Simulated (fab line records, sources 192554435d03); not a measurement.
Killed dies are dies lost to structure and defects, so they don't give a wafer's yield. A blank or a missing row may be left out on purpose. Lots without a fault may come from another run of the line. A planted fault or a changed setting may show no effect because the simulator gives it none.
Which tool did it? | flow n5_finfet | 13 lots, 37 wafers sampled, at 5 steps of a route of 1938

WHAT THE GAUGES READ, wafer by wafer
The record holds no reading of a measuring or inspecting step that can be judged against a usual standard deviation.

WHICH TOOL RAN EACH LOT (tool, then ch and the chambers of the sampled wafers, then the start)
lot  | N5_BEOL_M5_CVD_47                | N5_BEOL_M5_SPUTTER_83        | N5_BEOL_M5_ANNEAL_84         | N5_BEOL_M5_SPUTTER_88        | N5_PASSIVATION_PROBE_49
L945 | cvd_co-01 ch 0,1,2, day 8 08:51  | pvd_sputter-01, day 8 11:13  | pvd_sputter-01, day 8 11:18  | pvd_sputter-01, day 8 12:19  | -
L947 | cvd_co-01 ch 0,1, day 9 01:12    | pvd_sputter-03, day 9 03:53  | pvd_sputter-03, day 9 03:58  | pvd_sputter-03, day 9 04:58  | -
L948 | cvd_co-02 ch 1,2, day 9 10:05    | pvd_sputter-02, day 9 14:55  | pvd_sputter-02, day 9 15:00  | pvd_sputter-02, day 9 16:01  | -
L950 | cvd_co-01 ch 0,1, day 10 02:08   | pvd_sputter-01, day 10 04:28 | pvd_sputter-01, day 10 04:33 | pvd_sputter-01, day 10 05:34 | -
L952 | cvd_co-01 ch 0,1, day 10 12:28   | pvd_sputter-01, day 10 14:47 | pvd_sputter-01, day 10 14:52 | pvd_sputter-01, day 10 15:52 | -
L954 | cvd_co-01 ch 0,2, day 10 19:45   | pvd_sputter-03, day 10 22:11 | pvd_sputter-03, day 10 22:43 | pvd_sputter-03, day 10 23:16 | -
L956 | cvd_co-01 ch 1,2, day 11 14:41   | pvd_sputter-02, day 11 16:59 | pvd_sputter-02, day 11 17:32 | pvd_sputter-02, day 11 18:04 | prober-01, day 15 19:37
L962 | cvd_co-02 ch 0,2, day 12 18:49   | pvd_sputter-01, day 13 02:35 | pvd_sputter-01, day 13 02:40 | pvd_sputter-01, day 13 03:40 | -
L960 | cvd_co-02 ch 1,2, day 13 04:32   | pvd_sputter-01, day 13 07:01 | pvd_sputter-01, day 13 07:05 | pvd_sputter-01, day 13 08:06 | -
L964 | cvd_co-02 ch 0,1,2, day 13 21:08 | pvd_sputter-03, day 13 23:29 | pvd_sputter-03, day 13 23:34 | pvd_sputter-03, day 14 00:34 | -
L963 | cvd_co-02 ch 0,1,2, day 14 03:04 | pvd_sputter-03, day 14 05:27 | pvd_sputter-03, day 14 05:32 | pvd_sputter-03, day 14 06:32 | -
L966 | cvd_co-01 ch 1,2, day 14 09:19   | pvd_sputter-02, day 14 11:43 | pvd_sputter-02, day 14 11:48 | pvd_sputter-02, day 14 12:49 | -
L965 | cvd_co-01 ch 0,1,2, day 14 16:34 | pvd_sputter-02, day 14 18:55 | pvd_sputter-02, day 14 18:59 | pvd_sputter-02, day 14 20:00 | -
- N5_BEOL_M5_CVD_47: deposits Co from CCTBA/H2, target thk 3 nm, time 216 s.
- N5_BEOL_M5_SPUTTER_83: material Cu, target thk 15 nm, time 27.62 s.
- N5_BEOL_M5_ANNEAL_84: time 1800 s.
- N5_BEOL_M5_SPUTTER_88: material Cu, target thk 15 nm, time 27.62 s.
- N5_PASSIVATION_PROBE_49

WHAT THE TOOLS THEMSELVES READ (means of the sampled wafers that have a number; where no wafer has one, the mark that the record gives instead)
N5_BEOL_M5_CVD_47.
lot  | tool      | run_length_s (s)
L945 | cvd_co-01 | 238.6
L947 | cvd_co-01 | 238.6
L948 | cvd_co-02 | 239.2
L950 | cvd_co-01 | 238.4
L952 | cvd_co-01 | 200.6
L954 | cvd_co-01 | 125.3
L956 | cvd_co-01 | 125.2
L962 | cvd_co-02 | 239.3
L960 | cvd_co-02 | 239.3
L964 | cvd_co-02 | 239.0
L963 | cvd_co-02 | 239.1
L966 | cvd_co-01 | 238.5
L965 | cvd_co-01 | 238.6

N5_BEOL_M5_SPUTTER_83.
lot  | tool           | throttle_valve_pct (%)
L945 | pvd_sputter-01 | 30.7
L947 | pvd_sputter-03 | 29.9
L948 | pvd_sputter-02 | 30.2
L950 | pvd_sputter-01 | 30.8
L952 | pvd_sputter-01 | 31.0
L954 | pvd_sputter-03 | 30.5
L956 | pvd_sputter-02 | 30.7
L962 | pvd_sputter-01 | 30.3
L960 | pvd_sputter-01 | 30.9
L964 | pvd_sputter-03 | 29.8
L963 | pvd_sputter-03 | 29.3
L966 | pvd_sputter-02 | 30.5
L965 | pvd_sputter-02 | 30.4

N5_BEOL_M5_ANNEAL_84.
lot  | tool           | heater_power_w (W)
L945 | pvd_sputter-01 | 699
L947 | pvd_sputter-03 | 810
L948 | pvd_sputter-02 | 855
L950 | pvd_sputter-01 | 746
L952 | pvd_sputter-01 | 701
L954 | pvd_sputter-03 | 774
L956 | pvd_sputter-02 | 800
L962 | pvd_sputter-01 | 748
L960 | pvd_sputter-01 | 752
L964 | pvd_sputter-03 | 863
L963 | pvd_sputter-03 | 843
L966 | pvd_sputter-02 | 856
L965 | pvd_sputter-02 | 869

N5_BEOL_M5_SPUTTER_88.
lot  | tool           | throttle_valve_pct (%)
L945 | pvd_sputter-01 | 30.9
L947 | pvd_sputter-03 | 29.8
L948 | pvd_sputter-02 | 30.2
L950 | pvd_sputter-01 | 30.9
L952 | pvd_sputter-01 | 30.9
L954 | pvd_sputter-03 | 30.2
L956 | pvd_sputter-02 | 30.6
L962 | pvd_sputter-01 | 30.4
L960 | pvd_sputter-01 | 30.8
L964 | pvd_sputter-03 | 29.7
L963 | pvd_sputter-03 | 29.2
L966 | pvd_sputter-02 | 30.4
L965 | pvd_sputter-02 | 30.6

N5_PASSIVATION_PROBE_49.
lot  | tool      | defect_limited_yield (%) | killed_at_M0_to_M3 | killed_at_M4_up | killed_at_contacts | killed_at_front_end | killed_at_other | killed_dies | killed_open | killed_short | sort_bin_5_function (%) | sort_bin_6_memory (%) | sort_bin_8_speed (%) | sort_n_pass | sort_yield_pct (%)
L956 | prober-01 | 92.9                     | 23                 | 12              | 16                 | 32                  | 1.0             | 84          | 54          | 29           | 3.6                     | 3.2                   | 0.00                 | 1096        | 92.9

THE ANSWER, worked out from the rows above alone
Rule: what is usual is taken from the lots themselves. Put in order of their means at a reading, lots are off if they are a third of the lots or fewer, leave a main group of 4 or more, and stand apart from it by a gap of 3 or more times the standard deviation of the main group's means; of several such gaps the widest counts. A main group whose means are all the same, to the digits that the tables above print for the reading, isn't used. A lot without any number at a reading at which 4 lots or more have one is off too. The other lots that the step has rows for count as sound. The gauges are gone through in route order, then the tools' own readings, and for those a lot's mean is taken as printed above. The first step at which some lot is off is used, and at that step the reading that is off furthest; a lot without a number counts as furthest.
Off: L952, L954, L956, at N5_BEOL_M5_CVD_47 (run_length_s). The main group: mean 238.9 s, standard deviation 0.34.
A tool fits if, at that step or a process step before it, it ran every lot that is off, and no sound lot after the first of them. None of those tried fits.

WHAT THE SIMULATOR HAD PUT IN
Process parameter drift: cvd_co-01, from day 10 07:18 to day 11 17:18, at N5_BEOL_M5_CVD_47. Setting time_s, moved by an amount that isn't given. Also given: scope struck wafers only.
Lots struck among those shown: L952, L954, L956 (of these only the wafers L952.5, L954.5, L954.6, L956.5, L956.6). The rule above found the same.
